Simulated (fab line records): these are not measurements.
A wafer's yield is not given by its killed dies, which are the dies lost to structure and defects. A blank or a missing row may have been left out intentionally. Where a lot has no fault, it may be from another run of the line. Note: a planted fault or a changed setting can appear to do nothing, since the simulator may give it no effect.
Struck lot and sound lot, side by side -- flow nand_harc -- 14 out of 1302 route steps
Sound: the wafers L434.1, L434.2, L434.6. Struck: wafers L435.3, L435.4, L435.5. At the end, the cause is stated.
Per side, at each step with rows, come the tool, then ch with its chambers, and then its first start. Under that, the readings that differ: sound wafers -- struck wafers -- difference of the means -- sigmas: that difference in standard deviations of wafers without a fault.
alike: readings with means less than 2 such deviations apart, plus words and numbers identical on both sides. not compared: withheld readings, readings lacking a value on some wafer, bounds such as >300 that could conceal the same value, and numbers that have no deviation in the record and whose values overlap.
The two part at a step that has a row with sigmas, a row that says differs or no value, or rows on one side only. Numbers that don't overlap but have no deviation are shown without sigmas and don't part them. A reading that every wafer of one side lacks parts them only if that side has two wafers or more.

first, 9 steps without rows for these wafers: NHARC_A_STAIRCASE_DEHYDRATE_176 (time 120 s); NHARC_A_STAIRCASE_HMDS_177 (time 30 s); NHARC_A_STAIRCASE_COAT_178; NHARC_A_STAIRCASE_SOFTBAKE_179 (time 170 s); NHARC_A_STAIRCASE_EBR_180; NHARC_A_STAIRCASE_EXPOSE_181 (exposes mask STAIR 2); NHARC_A_STAIRCASE_PEB_182 (peb time 130 s); NHARC_A_STAIRCASE_DEVELOP_183 (time 140 s); NHARC_A_STAIRCASE_HARDBAKE_185 (time 140 s).
NHARC_A_STAIRCASE_DESCUM_186: chemistry O2, time 3 s.
  sound on rie_diel-10 ch 0,1,3, day 22 12:11; struck on rie_diel-03 ch 0,1,3, day 22 08:27
  alike: drypump_motor_current_A, oes_product_au, rf_vpp_V, showerhead_plenum_p_Torr, throttle_valve_pct
  not compared: rf_hours_counter_h
NHARC_A_STAIRCASE_TRIM_187: chemistry O2, time 211.2 s.
  sound on rie_diel-10 ch 0,2,3, day 22 12:17; struck on rie_diel-03 ch 0,3, day 22 08:35
  alike: drypump_motor_current_A, oes_product_au, rf_vpp_V, showerhead_plenum_p_Torr, throttle_valve_pct
  not compared: rf_hours_counter_h
NHARC_A_STAIRCASE_ETCH_188: etches the open film in C4F8/O2, target depth 100 nm, time 40.5 s.
  sound on rie_diel-10 ch 1,3, day 22 12:25; struck on rie_diel-03 ch 1,2,3, day 22 08:44
  no value came back on the struck wafers for any of 5 readings (bias_w (W), chamber_pressure_mTorr (mTorr) and others); on the sound wafers bias_w (W) reads 995.3 1002.5 1000.5
  not compared: rf_hours_counter_h
NHARC_A_STAIRCASE_TRIM_189: chemistry O2, time 211.2 s.
  sound on rie_diel-10 ch 0,1; struck on rie_diel-03 ch 0,2,3
  alike: drypump_motor_current_A, oes_product_au, rf_vpp_V, showerhead_plenum_p_Torr, throttle_valve_pct
  not compared: rf_hours_counter_h
-- the record jumps here: 10 days lie between the struck wafers' starts before and after (it left off in module A_STAIRCASE and takes up again in module END, whose first step shown is number 1302 of the route) --
NHARC_END_SORT_01:
  only the struck wafers appear in the record here, on prober-02 ch 0 at day 32 10:06; the sound ones have no rows

## WHERE THEY PART
Earliest at NHARC_A_STAIRCASE_ETCH_188; latest, in this record, at NHARC_END_SORT_01.

WHY: the cause the simulator had injected
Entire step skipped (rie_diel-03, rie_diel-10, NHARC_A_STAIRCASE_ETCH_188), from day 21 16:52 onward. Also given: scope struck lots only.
